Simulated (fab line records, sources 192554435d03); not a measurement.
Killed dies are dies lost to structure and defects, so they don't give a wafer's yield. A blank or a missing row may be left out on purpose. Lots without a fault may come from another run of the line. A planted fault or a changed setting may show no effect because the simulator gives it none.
Chamber matching | flow n5_finfet | N5_SDB_HM_OPEN_20 on rie_diel-02: 4 sister chambers
The step chemistry CH3F/O2, target SiNx, stops on poly-Si, target depth 24 nm. 8 wafers are shown with their chamber, then 7 later ones without.

WAFERS WITH THEIR CHAMBER
wafer  | chamber | throttle_valve_pct (%) | drypump_motor_current_A (A)
L074.5 | 3       | 16.11                  | 6.6
L078.5 | 2       | 16.63                  | 5.4
L085.2 | 2       | 16.65                  | 5.4
L085.3 | 3       | 16.12                  | 6.5
L086.5 | 0       | 16.33                  | 5.5
L086.6 | 1       | 16.48                  | 5.4
L087.2 | 1       | 16.48                  | 5.3
L087.3 | 0       | 16.36                  | 5.6

WAFERS WITHOUT THEIR CHAMBER
wafer  | throttle_valve_pct (%) | drypump_motor_current_A (A)
L087.5 | 16.48                  | 5.4
L088.1 | 16.38                  | 5.6
L088.3 | 16.36                  | 5.6
L088.5 | 16.36                  | 5.6
L089.1 | 16.17                  | 5.4
L089.2 | 16.37                  | 5.6
L089.5 | 16.36                  | 5.6

WHICH CHAMBER EACH WENT THROUGH
wafer  | from the rows above | in truth
L087.5 | 1                   | 1
L088.1 | 0                   | 0
L088.3 | 0                   | 0
L088.5 | 0                   | 0
L089.1 | 0                   | 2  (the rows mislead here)
L089.2 | 0                   | 0
L089.5 | 0                   | 0
Placed correctly: 6 of 7. Can't be placed from these rows: 0. Placed wrongly: 1.
How it was worked out, from the rows above alone: a wafer's distance from a chamber is the root of the sum, over the readings, of the square of ((its reading less the chamber's mean) divided by the reading's scatter). The wafer belongs to the nearest chamber; if the next one is less than 2 further off, it can't be placed. A chamber's mean is the mean of its shown wafers. The scatter: the root of (the sum of the squares of (reading less its chamber's mean) over the shown wafers, divided by (wafers less chambers)).
